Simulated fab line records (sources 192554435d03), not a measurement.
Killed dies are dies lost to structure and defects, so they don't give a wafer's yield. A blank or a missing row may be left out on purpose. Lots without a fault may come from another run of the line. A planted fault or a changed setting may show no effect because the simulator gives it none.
fab line records | flow n5-finfet
[record] lots = 10 wafers = 29 last-day = 16
route steps=1938 shown BEOL_M4@1111 BEOL_M10@1514 BEOL_M11@1539 PASSIVATION@1936
lots with no fault: from the same line, run without faults
start-h: start of the lot's first displayed wafer, in hours after the record's first day | wait-h: how many hours have passed since the lot's step before this one | " unchanged from the row above | L1.1+2: one row covering several wafers at once | - no value, or no start given | * or withheld: withheld | < > ~ a bound
route shown NAME@n: NAME is a module with steps in the file, n the number in the route of the first one | usual: the fault-free wafers' mean and standard deviation | same: alike in all rows | chamber/n: place in a boat | sites: each site's reading | _std_site: standard deviation of those values | _edge_site: mean of outer sites minus mean of inner sites | radius-mm: how far each site lies from the wafer's centre | mask NAME#n: copy n | behind: the tool/chamber that last shaped the wafer | hold: the reason the lot was held/the length of the hold in hours/how it ended | device: the transistor (n, p or np) that didn't switch | end of line: tests run on the same wafers once the route is complete | for a step that has no rows: nothing shown but its recipe | killed: count of dies lost to structure and defects at first sort (not the wafer's yield) | map: a wafer's dies, x killed, . not, _ none there
set.NAME: setting as actually run; set.NAME@STEP: the setting as run at that earlier step | model.NAME: the simulator's own value behind a step, which no gauge read
a sample of lots followed through the steps of the route, with each step as a table and each wafer as a row
services: when a tool's chamber went out of use (start-h, in hours from the record's first day, below 0 if earlier), for how many hours, and the reason
[[steps]]
[step N5_BEOL_M4_RC_MEAS_101]
[usual] DIBL_N = 36.0/1.6 DIBL_P = 36.1/2 IOFF_N = 0.160/0.029 IOFF_P = 0.21/0.039 ION_N = 675/13 ION_P = 464/8.8 SS_N = 71.5/0.58 SS_P = 73.3/0.65 VT_N = 250/3.3 VT_P = -249/3.6
// columns lot.wafer tool chamber start-h wait-h DIBL_N[mV/V] DIBL_P[mV/V] IOFF_N[nA/um] IOFF_P[nA/um] ION_N[uA/um] ION_P[uA/um] SS_N[mV/dec] SS_P[mV/dec] VT_N[mV] VT_P[mV]
L104.3 prober-01 0 169.61 0.3 37.5 36.4 0.174 0.24 666 460 71.8 74.0 251 -248
L104.5 " 0 " " 36.0 34.5 0.149 0.21 667 460 71.1 72.7 251 -250
L105.1 prober-01 0 175.16 0.0 34.1 34.5 0.128 0.17 666 456 72.0 72.5 252 -252
L105.2 " 0 " " 36.9 37.5 0.173 0.22 693 473 71.0 73.4 248 -248
L105.5 " 0 " " 33.7 33.5 0.118 0.15 665 452 71.2 72.2 255 -255
L109.2 prober-01 0 204.50 0.2 36.7 38.2 0.177 0.22 677 454 70.9 74.5 250 -250
L109.4 " 0 " " 35.7 37.7 0.172 0.22 671 461 71.7 73.8 249 -252
L109.5 " 0 " " 34.9 35.4 0.150 0.18 657 447 71.5 73.5 252 -254
L108.1 prober-02 0 204.65 0.0 38.0 36.8 0.166 0.23 681 471 71.6 73.6 250 -248
L108.4 " 0 " " 36.7 35.3 0.154 0.22 677 465 70.8 73.0 250 -249
L108.6 " 0 " " 37.5 37.1 0.152 0.23 670 465 72.2 73.3 252 -247
L112.2 prober-02 0 220.17 0.2 35.8 35.5 0.150 0.20 677 467 71.9 73.4 249 -253
L112.5 " 0 " " 37.9 37.8 0.186 0.24 688 472 72.2 73.6 245 -248
L112.6 " 0 " " 38.2 37.7 0.192 0.24 688 466 71.8 73.8 245 -248
L114.1 prober-01 0 236.24 0.0 38.9 40.7 0.232 0.32 697 482 72.8 74.6 244 -243
L114.2 " 0 " " 38.3 39.9 0.210 0.31 696 487 71.8 74.6 245 -243
L114.5 " 0 " " 37.0 38.5 0.171 0.26 671 474 72.0 73.7 252 -245
L115.1 prober-02 0 238.06 0.0 35.3 34.1 0.138 0.19 681 470 70.5 73.3 251 -252
L115.3 " 0 " " 35.9 35.1 0.154 0.20 678 472 70.8 72.9 250 -251
L115.4 " 0 " " 36.4 35.6 0.165 0.21 694 474 72.1 73.4 247 -250
L117.2 prober-02 0 244.19 0.2 34.7 34.2 0.134 0.21 668 469 71.9 72.6 251 -248
L117.5 " 0 " " 35.0 33.5 0.135 0.19 665 457 71.2 72.5 252 -252
L117.6 " 0 " " 34.6 34.1 0.135 0.20 664 463 70.7 72.9 251 -251
L118.2 prober-01 0 265.02 0.2 37.8 37.4 0.193 0.20 694 463 71.6 74.1 245 -251
L118.3 " 0 " " 36.3 35.7 0.152 0.18 681 461 71.6 74.1 251 -252
L118.6 " 0 " " 36.0 34.8 0.136 0.16 657 444 71.0 72.7 253 -254
L119.1 prober-02 0 267.89 0.0 34.5 34.8 0.138 0.19 657 455 71.2 72.6 252 -250
L119.2 " 0 " " 35.9 37.2 0.166 0.25 673 467 71.7 73.0 249 -246
L119.3 " 0 " " 35.9 36.8 0.171 0.23 682 470 71.7 73.5 246 -249
[step N5_BEOL_M10_STRIP_77]
[recipe] chemistry = N2/H2 time-s = 10 power-w = 450 temp-c = 40 pressure-mtorr = 20 rf-frequency-hz = 6e+07 bias-power-w = 7 n2-flow-sccm = 200 h2-flow-sccm = 200
[usual] bias-power-w = 7.000/0.022 drypump-motor-current-A = 5.7/0.64 oes-product-au = 0.82/0.068 rf-vpp-V = 59.0/0.91 showerhead-plenum-p-Torr = 2.51/0.098 throttle-valve-pct = 23.72/0.24
// columns lot.wafer tool chamber start-h wait-h bias-power-w drypump-motor-current-A oes-product-au rf-hours-counter-h rf-vpp-V showerhead-plenum-p-Torr throttle-valve-pct
L104.3 rie-diel-03 1 - - 6.987 6.6 0.69 243 58.0 2.41 24.26
L104.5 " 1 " " 6.994 6.6 0.68 - 59.1 2.41 24.27
L105.1 rie-diel-04 3 - - 7.035 5.6 0.83 82 58.5 2.45 23.76
L105.2 " 2 " " 7.010 5.8 0.67 246 59.2 2.50 23.98
L105.5 " 1 " " 7.005 6.1 0.84 - 59.6 2.47 23.39
L109.2 rie-diel-04 1 - - 6.993 6.1 0.83 79 58.9 2.47 23.39
L109.4 " 3 " " 7.022 5.7 0.82 - 58.0 2.44 23.78
L109.5 " 1 " " 7.017 6.1 0.82 - 59.3 2.47 23.40
L108.1 rie-diel-04 0 - - 7.007 5.5 0.73 164 58.9 2.43 23.74
L108.4 " 1 " " 7.041 6.2 0.82 - 59.7 2.47 23.40
L108.6 " 0 " " 7.014 5.5 0.73 - 59.1 2.43 23.75
L112.2 rie-diel-06 3 - - 7.040 6.7 0.90 43 59.3 2.47 23.59
L112.5 " 3 " " 7.029 6.7 0.90 - 58.1 2.47 23.60
L112.6 " 1 " " 6.998 4.8 0.78 - 59.8 2.45 23.75
L115.1 rie-diel-03 3 - - 6.997 6.5 0.85 65 59.3 2.67 23.21
L115.3 " 1 " " 6.993 6.6 0.96 7 60.7 2.73 23.98
L115.4 " 0 " " 6.998 5.0 0.83 81 57.6 2.57 23.78
L114.1 rie-diel-03 0 - - 7.018 5.0 0.83 83 58.8 2.57 23.77
L114.2 " 2 " " 7.021 4.8 0.85 76 59.2 2.48 23.52
L114.5 " 1 " " 7.003 6.6 0.95 - 60.7 2.72 23.99
L117.2 rie-diel-06 2 - - 7.033 5.4 0.94 1 60.6 2.72 23.83
L117.5 " 2 " " 7.028 5.3 0.95 - 58.9 2.72 23.83
L117.6 " 3 " " 6.984 6.7 0.87 - 57.7 2.47 23.59
L118.2 rie-diel-03 1 - - 7.010 6.6 0.92 16 61.0 2.72 23.99
L118.3 " 3 " " 6.955 6.5 0.84 74 61.0 2.66 23.22
L118.6 " 1 " " 6.994 6.6 0.92 - 58.2 2.72 23.98
L119.1 rie-diel-04 2 - - 6.958 5.8 0.90 20 60.0 2.49 23.56
L119.2 " 3 " " 6.996 5.7 0.79 118 59.0 2.43 23.81
L119.3 " 1 " " 7.008 6.2 0.79 99 57.7 2.46 23.42
[step N5_BEOL_M10_OCD_MEAS_38]
[usual] trench-depth-nm = 148.8/2.5
// columns lot.wafer tool chamber start-h wait-h trench-depth-nm
L104.3 ocd-02 - 221.89 - 148.3
L104.5 " - " " 148.4
L105.1 ocd-01 - 227.77 - 151.5
L105.2 " - " " 148.4
L105.5 " - " " 151.5
L109.2 ocd-02 - 256.78 - 152.2
L109.4 " - " " 150.0
L109.5 " - " " 151.8
L108.1 ocd-02 - 258.41 - 147.1
L108.4 " - " " 151.8
L108.6 " - " " 146.0
L112.2 ocd-02 - 275.92 - 147.3
L112.5 " - " " 148.0
L112.6 " - " " 149.8
L115.1 ocd-01 - 291.53 - 152.2
L115.3 " - " " 146.2
L115.4 " - " " 146.7
L114.1 ocd-01 - 300.03 - 149.7
L114.2 " - " " 150.9
L114.5 " - " " 148.0
L117.2 ocd-02 - 300.07 - 146.4
L117.5 " - " " 147.3
L117.6 " - " " 146.5
L118.2 ocd-01 - 321.76 - 143.6
L118.3 " - " " 151.5
L118.6 " - " " 144.5
L119.1 ocd-02 - 322.29 - 149.6
L119.2 " - " " 148.8
L119.3 " - " " 151.2
[step N5_BEOL_M11_PECVD_70]
[recipe] material = SiO2 target-thk-a = 200 temp-c = 400 precursor = TEOS/O2 pressure-torr = 5.5 rf-w = 450 teos-flow-sccm = 53.8 gas = O2 flow-sccm = 3000 time-s = 22.7
[usual] chamber-pressure-Torr = 5.500/0.012 heater-power-outer-w = 401/60 heater-power-w = 686/110 showerhead-plenum-p-Torr = 8.76/0.039 throttle-valve-pct = 22.6/1.1
// columns lot.wafer tool chamber start-h wait-h chamber-pressure-Torr heater-power-outer-w heater-power-w showerhead-plenum-p-Torr throttle-valve-pct
L104.3 pecvd-01 1 225.78 0.0 5.501 331 493 8.73 22.3
L104.5 " 2 " " 5.475 382 650 8.72 22.5
L105.1 pecvd-04 2 232.11 0.0 5.496 488 884 8.74 20.0
L105.2 " 1 " " 5.499 448 719 8.84 22.7
L105.5 " 1 " " 5.505 458 730 8.83 22.4
L109.2 pecvd-01 1 260.91 0.0 5.494 367 550 8.75 22.3
L109.4 " 0 " " 5.483 348 617 8.75 24.5
L109.5 " 2 " " 5.498 362 653 8.72 22.6
L108.1 pecvd-04 2 262.31 0.0 5.469 498 880 8.75 20.1
L108.4 " 0 " " 5.507 355 700 8.71 22.8
L108.6 " 2 " " 5.495 492 894 8.75 20.1
L112.2 pecvd-04 1 281.29 0.0 5.499 437 704 8.83 22.3
L112.5 " 1 " " 5.492 431 711 8.84 22.7
L112.6 " 2 " " 5.492 500 887 8.77 20.2
L115.1 pecvd-04 2 295.85 0.0 5.512 484 833 8.77 19.9
L115.3 " 0 " " 5.513 341 663 8.71 22.6
L115.4 " 2 " " 5.491 481 872 8.76 20.3
L114.1 pecvd-04 1 304.37 0.0 5.501 497 782 8.84 22.6
L114.2 " 0 " " 5.494 392 725 8.71 22.5
L114.5 " 2 " " 5.492 427 790 8.77 20.4
L117.2 pecvd-01 2 304.61 0.0 - - - - -
L117.5 " 1 " " - - - - -
L117.6 " 2 " " - - - - -
L118.2 pecvd-03 0 325.64 0.0 - - - - -
L118.3 " 2 " " - - - - -
L118.6 " 2 " " - - - - -
L119.1 pecvd-04 2 325.82 0.0 - - - - -
L119.2 " 1 " " - - - - -
L119.3 " 0 " " - - - - -
[step N5_BEOL_M11_CD_MEAS_11]
[recipe] target-cd-nm = 64.1 landing-energy-ev = 500 detector = se-inlens polarity = opening
[usual] cd-nm = 64.0/0.65
// columns lot.wafer tool chamber start-h wait-h cd-nm
L104.3 cd-sem-02 0 228.18 - 63.6
L104.5 " 0 " " 63.9
L105.1 cd-sem-01 0 232.99 - 63.4
L105.2 " 0 " " 63.0
L105.5 " 0 " " 63.3
L109.2 cd-sem-03 0 261.72 - 64.8
L109.4 " 0 " " 63.9
L109.5 " 0 " " 63.8
L108.1 cd-sem-02 0 264.50 - 64.5
L108.4 " 0 " " 64.4
L108.6 " 0 " " 63.2
L112.2 cd-sem-01 0 282.85 - 62.7
L112.5 " 0 " " 63.0
L112.6 " 0 " " 63.4
L115.1 cd-sem-01 0 297.58 - 64.3
L115.3 " 0 " " 63.8
L115.4 " 0 " " 64.9
L114.1 cd-sem-03 0 307.02 - 63.1
L114.2 " 0 " " 62.6
L114.5 " 0 " " 63.4
L117.2 cd-sem-03 0 307.22 - 64.5
L117.5 " 0 " " 64.4
L117.6 " 0 " " 64.3
L118.2 cd-sem-03 0 326.21 - 64.3
L118.3 " 0 " " 64.7
L118.6 " 0 " " 64.0
L119.1 cd-sem-03 0 326.42 - 64.1
L119.2 " 0 " " 66.1
L119.3 " 0 " " 64.7
[step N5_PASSIVATION_PROBE_49]
[usual] defect-limited-yield = 91.0/1.3 killed_at_M0_to_M3 = 36/9.5 killed_at_M4_up = 14/5.6 killed-at-contacts = 12/6.4 killed-at-front-end = 40/10 killed-at-other = 3.2/3 killed-dies = 107/15 killed-on-rim = 15/4.5 killed-open = 69/12 killed-short = 35/7.7 sort_bin_5_function = 5.3/0.91 sort_bin_6_memory = 3.3/0.65 sort-n-pass = 1073/15 sort-yield-pct = 91.0/1.3
[same] gross-dies = 1180 killed-at-back-side = 0 sort_bin_4_leakage[%] = 0 sort_bin_8_speed[%] = 0
// columns lot.wafer tool chamber start-h wait-h defect-limited-yield[%] killed_at_M0_to_M3 killed_at_M4_up killed-at-contacts killed-at-front-end killed-at-other killed-dies killed-on-rim killed-open killed-short sort_bin_5_function[%] sort_bin_6_memory[%] sort-n-pass sort-yield-pct[%]
L112.2 prober-02 - 333.02 0.6 90.3 41 20 16 35 2 114 13 72 40 5.3 4.0 1066 90.3
L112.5 prober-02 - 333.17 0.7 91.6 29 17 20 32 1 99 8 65 32 4.7 3.1 1081 91.6
L112.6 prober-02 - 333.22 0.8 90.1 49 11 21 35 1 117 18 80 36 6.7 3.1 1063 90.1
L117.2 prober-02 - 358.21 0.1 61.4 45 336 12 60 2 455 103 79 44 33.6 3.9 725 61.4
L117.5 prober-02 - 358.36 0.2 62.9 62 326 6 38 6 438 71 70 50 32.5 4.4 742 62.9
L117.6 prober-02 - 358.41 0.3 60.7 41 358 14 51 0 464 99 101 35 34.7 4.4 716 60.7
L119.1 prober-01 - 381.91 0.0 65.3 32 327 17 30 3 409 114 57 36 30.9 3.1 771 65.3
L119.2 prober-01 - 381.96 0.1 62.3 51 327 14 50 3 445 18 95 37 33.3 4.2 735 62.3
L119.3 prober-01 - 382.01 0.1 63.0 55 330 22 25 5 437 104 87 28 32.6 4.2 743 63.0
L118.2 prober-02 - 385.79 0.1 63.2 37 341 6 37 13 434 103 72 41 32.9 3.3 746 63.2
L118.3 prober-02 - 385.84 0.1 63.1 47 343 5 30 11 436 102 80 33 32.6 4.1 744 63.1
L118.6 prober-02 - 385.99 0.3 63.8 34 339 14 37 3 427 106 51 50 32.3 3.3 753 63.8
// killed by level:class
L112.2 MOL_CONTACT_COAG:geometric-particle:open=12 BEOL_M0_SAQP:geometric-particle:open=10 FIN_SAQP:geometric-particle:open=8 BEOL_M0_SAQP:geometric-particle:short=7 BEOL_M1:geometric-particle:open=7 FIN_SAQP:geometric-particle:short=6 BEOL_M2:geometric-particle:open=6 BEOL_M3:geometric-particle:open=6
L112.5 MOL_CONTACT_COAG:geometric-particle:open=19 BEOL_M3:geometric-particle:open=9 FIN_SAQP:geometric-particle:short=7 FIN_SAQP:geometric-particle:open=5 BEOL_M0_SAQP:geometric-particle:short=5 BEOL_M0_SAQP:geometric-particle:open=4 BEOL_M1:geometric-particle:open=4 BEOL_M2:geometric-particle:open=4
L112.6 MOL_CONTACT_COAG:geometric-particle:open=16 BEOL_M0_SAQP:geometric-particle:open=11 BEOL_M1:geometric-particle:open=10 STI_FIN_REVEAL:geometric-particle:open=9 BEOL_M2:geometric-particle:open=9 BEOL_M0_SAQP:geometric-particle:short=6 GATE_CUT:geometric-particle:short=5 MOL_CONTACT_COAG:geometric-particle:short=5
L117.2 BEOL_M11:area-pecvd=322 BEOL_M2:geometric-particle:open=13 FIN_SAQP:geometric-particle:open=12 STI_FIN_REVEAL:geometric-particle:open=11 MOL_CONTACT_COAG:geometric-particle:open=11 FIN_SAQP:geometric-particle:short=10 BEOL_M0_SAQP:geometric-particle:short=10 BEOL_M0_SAQP:geometric-particle:open=10
L117.5 BEOL_M11:area-pecvd=317 BEOL_M2:geometric-particle:open=15 FIN_SAQP:geometric-particle:short=14 BEOL_M0_SAQP:geometric-particle:short=13 BEOL_M1:geometric-particle:open=10 BEOL_M0_SAQP:geometric-particle:open=7 MOL_CONTACT_COAG:geometric-particle:open=6 DUMMY_GATE:geometric-particle:open=5
L117.6 BEOL_M11:area-pecvd=326 BEOL_M4:geometric-particle:open=17 FIN_SAQP:geometric-particle:open=13 FIN_SAQP:geometric-particle:short=13 BEOL_M2:geometric-particle:open=12 STI_FIN_REVEAL:geometric-particle:open=11 MOL_CONTACT_COAG:geometric-particle:open=10 BEOL_M1:geometric-particle:open=10
L119.1 BEOL_M11:area-pecvd=312 MOL_CONTACT_COAG:geometric-particle:open=10 FIN_SAQP:geometric-particle:open=8 BEOL_M3:geometric-particle:open=8 BEOL_M0_SAQP:geometric-particle:open=6 FIN_SAQP:geometric-particle:short=5 SPACER0:geometric-particle:short=5 MOL_CONTACT_COAG:geometric-particle:short=5
L119.2 BEOL_M11:area-pecvd=311 STI_FIN_REVEAL:geometric-particle:open=11 BEOL_M1:geometric-particle:open=10 FIN_SAQP:geometric-particle:open=9 BEOL_M2:geometric-particle:open=9 BEOL_M0_SAQP:geometric-particle:open=9 MOL_CONTACT_COAG:geometric-particle:open=8 BEOL_M0:geometric-particle:open=7
L119.3 BEOL_M11:area-pecvd=317 MOL_CONTACT_COAG:geometric-particle:open=20 BEOL_M1:geometric-particle:open=13 BEOL_M0_SAQP:geometric-particle:open=12 BEOL_M2:geometric-particle:open=10 BEOL_M0_SAQP:geometric-particle:short=9 BEOL_M5:geometric-particle:open=4 FIN_SAQP:geometric-particle:open=3
L118.2 BEOL_M11:area-pecvd=321 BEOL_M4:geometric-particle:open=9 DUMMY_GATE:geometric-particle:open=8 STI_FIN_REVEAL:geometric-particle:open=7 BEOL_M0_SAQP:geometric-particle:open=7 BEOL_M0_SAQP:geometric-particle:short=7 BEOL_M3:geometric-particle:open=7 MIM_TOP_ETCH:geometric-particle:open=6
L118.3 BEOL_M11:area-pecvd=319 BEOL_M4:geometric-particle:open=13 BEOL_M0_SAQP:geometric-particle:short=10 BEOL_M2:geometric-particle:open=10 STI_FIN_REVEAL:geometric-particle:open=6 BEOL_M0_SAQP:geometric-particle:open=6 BEOL_M1:geometric-particle:open=6 FIN_SAQP:geometric-particle:open=4
L118.6 BEOL_M11:area-pecvd=324 FIN_SAQP:geometric-particle:short=19 BEOL_M0_SAQP:geometric-particle:short=10 BEOL_M0_SAQP:geometric-particle:open=9 MOL_CONTACT_COAG:geometric-particle:open=8 BEOL_M4:geometric-particle:open=7 STI_FIN_REVEAL:geometric-particle:open=5 GATE_CUT:geometric-particle:short=5
[[services]]
// columns tool chamber start-h hours kind
pecvd-04 2 202.40 - clean
pecvd-04 2 202.40 - consumable-replace:showerhead
pecvd-04 2 202.40 29.0 scheduled-down
pecvd-04 2 202.40 29.0 vent-cycle
pecvd-01 0 212.78 2.1 scheduled-down
pecvd-04 - 229.27 2.6 repair
rie-diel-04 2 239.29 - clean
rie-diel-04 2 239.29 - consumable-replace:focus-ring
rie-diel-04 2 239.29 25.0 scheduled-down
rie-diel-04 2 239.29 25.0 vent-cycle
rie-diel-03 1 241.09 - clean
rie-diel-03 1 241.09 - consumable-replace:focus-ring
rie-diel-03 1 241.09 - consumable-replace:showerhead
rie-diel-06 2 243.08 8.3 repair
pecvd-04 1 255.80 14.1 repair
rie-diel-06 2 268.31 - clean
rie-diel-06 2 268.31 - consumable-replace:focus-ring
rie-diel-06 2 268.31 - consumable-replace:showerhead
rie-diel-06 2 268.31 28.1 scheduled-down
rie-diel-06 2 268.31 28.1 vent-cycle
rie-diel-04 3 281.53 2.6 repair
pecvd-03 0 300.29 4.7 repair
rie-diel-04 - 311.41 0.7 repair
pecvd-03 1 319.50 25.3 repair
[[key]]
[first-sign] step = N5_BEOL_M11_PECVD_70 reading = tool-record direction = missing
[effect] step = N5_PASSIVATION_PROBE_49 reading = killed_at_M4_up direction = up sigmas = 57 usual = 14 struck = 336
[more-kills-born-at] N5_BEOL_M11_PECVD_70@pecvd-01 = 965 N5_BEOL_M11_PECVD_70@pecvd-03 = 963 N5_BEOL_M11_PECVD_70@pecvd-04 = 940
met-at N5_BEOL_M11_PECVD_70
struck-lots L117,L118,L119
not-acting-at N5_BEOL_M10_STRIP_77,N5_BEOL_M10_OCD_MEAS_38,N5_BEOL_M11_CD_MEAS_11
onset-between 295.85 304.61
[fault] kind = skipped-step-whole tool = pecvd-01,pecvd-03,pecvd-04 chamber = - onset-h = 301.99 steps = N5_BEOL_M11_PECVD_70 scope = struck-lots-only
